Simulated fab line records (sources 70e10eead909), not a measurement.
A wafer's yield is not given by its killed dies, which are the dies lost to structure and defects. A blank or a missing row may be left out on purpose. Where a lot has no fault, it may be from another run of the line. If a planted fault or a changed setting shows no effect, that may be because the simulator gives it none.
What tool caused it? ; flow nandHarc ; 13 lots, 39 wafers sampled, at 5 steps of a route of 1302

## WHAT THE GAUGES SHOWED, per wafer
NHARC_END_SORT_01. Usual: killedAtArray 57, standard deviation 18; killedAtOther 0.8, standard deviation 1; killedAtPeriphery 3.9, standard deviation 2.8; killedDies 62, standard deviation 18; killedOpen 3.4, standard deviation 1.8; killedShort 2.2, standard deviation 1.6.
lot;measured;on;killedAtArray;killedAtOther;killedAtPeriphery;killedDies;killedOpen;killedShort;flag
L452;day 32 12:42;prober-01;151 148 147;0 1 0;3 1 3;154 150 150;3 2 4;0 1 2;OFF
L453;day 33 07:40;prober-02;149 136 152;0 2 2;1 1 4;150 139 158;2 4 2;2 1 3;OFF

## WHAT TOOL EACH LOT RAN ON (gives the tool, then ch and the chambers of the sampled wafers, and finally the start)
lot;NHARC_A_STAIRCASE_TRIM_189;NHARC_THIN_TSV_DEP_47;NHARC_THIN_TSV_PVD_51;NHARC_THIN_TSV_ANNEAL_52
L434;rieDiel-07 ch 0,1,3, day 16 11:53;pecvd-01 ch 0,2, day 25 02:31;pvdSputter-01, day 25 04:46 or earlier;rtpAnneal-02 ch 0, day 25 04:46
L433;rieDiel-02 ch 1,2, day 16 12:09;pecvd-01 ch 0,1, day 24 22:08;pvdSputter-03, day 25 00:16 or earlier;rtpAnneal-02 ch 0, day 25 00:16
L437;rieDiel-07 ch 2,3, day 18 00:20;pecvd-01 ch 0,1,2, day 25 23:48;pvdSputter-01, day 26 01:58 or earlier;rtpAnneal-01 ch 0, day 26 01:58
L440;rieDiel-07 ch 0,2,3, day 18 11:46;pecvd-03 ch 0,2, day 26 08:34;pvdSputter-01, day 26 11:08 or earlier;rtpAnneal-01 ch 0, day 26 11:08
L441;rieDiel-10 ch 1,2,3, day 19 15:55;pecvd-03 ch 0,1,2, day 27 16:41;pvdSputter-01, day 27 18:52 or earlier;rtpAnneal-02 ch 0, day 27 18:52
L442;rieDiel-10 ch 0,2,3, day 20 03:38;pecvd-03 ch 0,1,2, day 28 07:52;pvdSputter-03, day 28 09:59 or earlier;rtpAnneal-01 ch 0, day 28 09:59
L444;rieDiel-02 ch 0,1,2, day 20 08:35;pecvd-01 ch 0,2, day 28 13:48;pvdSputter-02, day 28 15:56 or earlier;rtpAnneal-02 ch 0, day 28 15:56
L443;rieDiel-02 ch 1,3, day 20 09:15;pecvd-04 ch 0,1, day 28 09:03;pvdSputter-03, day 28 11:16 or earlier;rtpAnneal-01 ch 0, day 28 11:16
L445;rieDiel-02 ch 0,2, day 20 20:30;pecvd-04 ch 1,2, day 28 18:47;pvdSputter-01, day 28 20:55 or earlier;rtpAnneal-01 ch 0, day 28 20:55
L452;rieDiel-02 ch 1,3, day 24 00:25;pecvd-01 ch 0,1, day 31 19:52;pvdSputter-01, day 31 21:59 or earlier;rtpAnneal-02 ch 0, day 31 21:59
L453;rieDiel-02 ch 0,1, day 24 08:25;pecvd-04 ch 0,1, day 32 18:16;pvdSputter-02, day 32 20:35 or earlier;rtpAnneal-02 ch 0, day 32 20:35
L454;rieDiel-07 ch 0,1,3, day 25 08:05;pecvd-04 ch 0,1,2, day 33 00:49;pvdSputter-03, day 33 03:01 or earlier;rtpAnneal-02 ch 0, day 33 03:01
L455;rieDiel-10 ch 1,2, day 25 09:49;pecvd-03 ch 0,1,2, day 34 00:44;pvdSputter-01, day 34 02:49 or earlier;rtpAnneal-02 ch 0, day 34 02:49
- NHARC_A_STAIRCASE_TRIM_189: chemistry O2, time 211.2 s.
- NHARC_THIN_TSV_DEP_47: deposits SiO2, target thk 200 nm.
- NHARC_THIN_TSV_PVD_51: deposits Cu, target thk 100 nm.
- NHARC_THIN_TSV_ANNEAL_52: time 90 s.

## AS READ BY THE TOOLS THEMSELVES (means over the sampled wafers that have a number; for cases with no such wafer, the mark the record gives instead)
NHARC_A_STAIRCASE_TRIM_189. Usual: drypumpMotorCurrentA 5.6 A, standard deviation 0.44; oesProductAu 0.999 a.u., standard deviation 0.012; rfVppV 57.8 V, standard deviation 0.91; showerheadPlenumPTorr 3.52 Torr, standard deviation 0.17; throttleValvePct 17.037 %, standard deviation 0.01.
lot;tool;drypumpMotorCurrentA (A);oesProductAu (a.u.);rfVppV (V);showerheadPlenumPTorr (Torr);throttleValvePct (%);flag
L434;rieDiel-07;5.9;0.997;58.5;3.50;17.031;
L433;rieDiel-02;5.5;0.999;58.0;3.66;17.051;
L437;rieDiel-07;6.2;0.997;57.9;3.49;17.040;
L440;rieDiel-07;6.0;0.997;57.6;3.42;17.037;
L441;rieDiel-10;5.2;0.997;56.6;3.37;17.038;
L442;rieDiel-10;5.3;1.003;57.6;3.52;17.043;
L444;rieDiel-02;5.5;0.988;58.1;3.61;17.040;
L443;rieDiel-02;5.3;0.997;58.4;3.73;17.024;
L445;rieDiel-02;5.8;0.982;57.3;3.53;17.044;
L452;rieDiel-02;5.3;1.001;58.4;3.72;17.034;
L453;rieDiel-02;5.3;1.005;58.3;3.64;17.037;
L454;rieDiel-07;6.0;0.988;57.5;3.46;17.036;
L455;rieDiel-10;5.2;1.015;56.3;3.34;17.028;

NHARC_THIN_TSV_DEP_47. Usual: mfcPrecursorSccm 161.3 sccm, standard deviation 0.44; rfFwdPowerW 898.2 W, standard deviation 2.5; throttleValvePct 15.7 %, standard deviation 0.49.
lot;tool;mfcPrecursorSccm (sccm);rfFwdPowerW (W);throttleValvePct (%);flag
L434;pecvd-01;161.5;897.9;16.2;
L433;pecvd-01;161.4;897.8;15.5;
L437;pecvd-01;161.7;898.2;16.0;
L440;pecvd-03;161.3;900.4;15.8;
L441;pecvd-03;161.5;898.3;15.6;
L442;pecvd-03;161.2;897.7;15.8;
L444;pecvd-01;161.5;897.0;15.9;
L443;pecvd-04;161.2;896.6;15.5;
L445;pecvd-04;160.7;895.8;15.6;
L452;pecvd-01;161.4;899.8;15.4;
L453;pecvd-04;161.0;899.6;15.9;
L454;pecvd-04;161.6;896.3;15.8;
L455;pecvd-03;161.3;899.1;15.7;

NHARC_THIN_TSV_PVD_51. Usual: throttleValvePct reads 30.5 % (standard deviation 1.1).
lot;tool;throttleValvePct (%);flag
L434;pvdSputter-01;31.2;
L433;pvdSputter-03;30.2;
L437;pvdSputter-01;31.3;
L440;pvdSputter-01;31.5;
L441;pvdSputter-01;31.5;
L442;pvdSputter-03;29.4;
L444;pvdSputter-02;30.3;
L443;pvdSputter-03;29.8;
L445;pvdSputter-01;31.0;
L452;pvdSputter-01;31.4;
L453;pvdSputter-02;30.4;
L454;pvdSputter-03;30.1;
L455;pvdSputter-01;31.1;

NHARC_THIN_TSV_ANNEAL_52. Usual: annealTempC 225.01 C, standard deviation 0.15; wafer_temp_C_max 226.2, standard deviation 0.51.
lot;tool;annealTempC (C);wafer_temp_C_max;flag
L434;rtpAnneal-02;225.17;226.6;
L433;rtpAnneal-02;224.99;226.6;
L437;rtpAnneal-01;225.17;225.8;
L440;rtpAnneal-01;225.00;225.5;
L441;rtpAnneal-02;225.14;226.8;
L442;rtpAnneal-01;224.95;225.6;
L444;rtpAnneal-02;225.01;226.4;
L443;rtpAnneal-01;224.80;225.5;
L445;rtpAnneal-01;225.01;225.8;
L452;rtpAnneal-02;224.87;226.4;
L453;rtpAnneal-02;224.86;226.3;
L454;rtpAnneal-02;224.80;226.6;
L455;rtpAnneal-02;224.94;226.5;

## THE ANSWER, worked out from the rows above alone
Rule: a lot is off if the mean of its wafers that have a number lies more than 3 standard deviations from the usual mean. Also off: a lot with no number at a reading for which 4 or more lots have one. Any other lot the step has rows for is counted as sound. Order of review: gauges by route order, followed by the tools' own readings, for which a lot's mean as printed above is used. At the first step where some lot is off, the reading lying furthest off is the one used; lots without a number count as furthest.
Off, at NHARC_END_SORT_01 on killedAtArray: L452, L453. Neither off nor sound, because the step has no rows for them: L434, L433, L437, L440, L441, L442, L444, L443, L445, L454, L455.
A tool fits if, at a process step before that reading, it ran every lot that is off, and no sound lot after the first of them. The gauges at NHARC_END_SORT_01 are tried like those tools. Because NHARC_THIN_TSV_PVD_51 lacks a start for some lots, the hours and order of its lots are taken from NHARC_THIN_TSV_ANNEAL_52. This does not decide it: 2 tools fit, namely rieDiel-02 at NHARC_A_STAIRCASE_TRIM_189 and rtpAnneal-02 at NHARC_THIN_TSV_ANNEAL_52.

## WHAT THE SIMULATOR HAD PUT IN
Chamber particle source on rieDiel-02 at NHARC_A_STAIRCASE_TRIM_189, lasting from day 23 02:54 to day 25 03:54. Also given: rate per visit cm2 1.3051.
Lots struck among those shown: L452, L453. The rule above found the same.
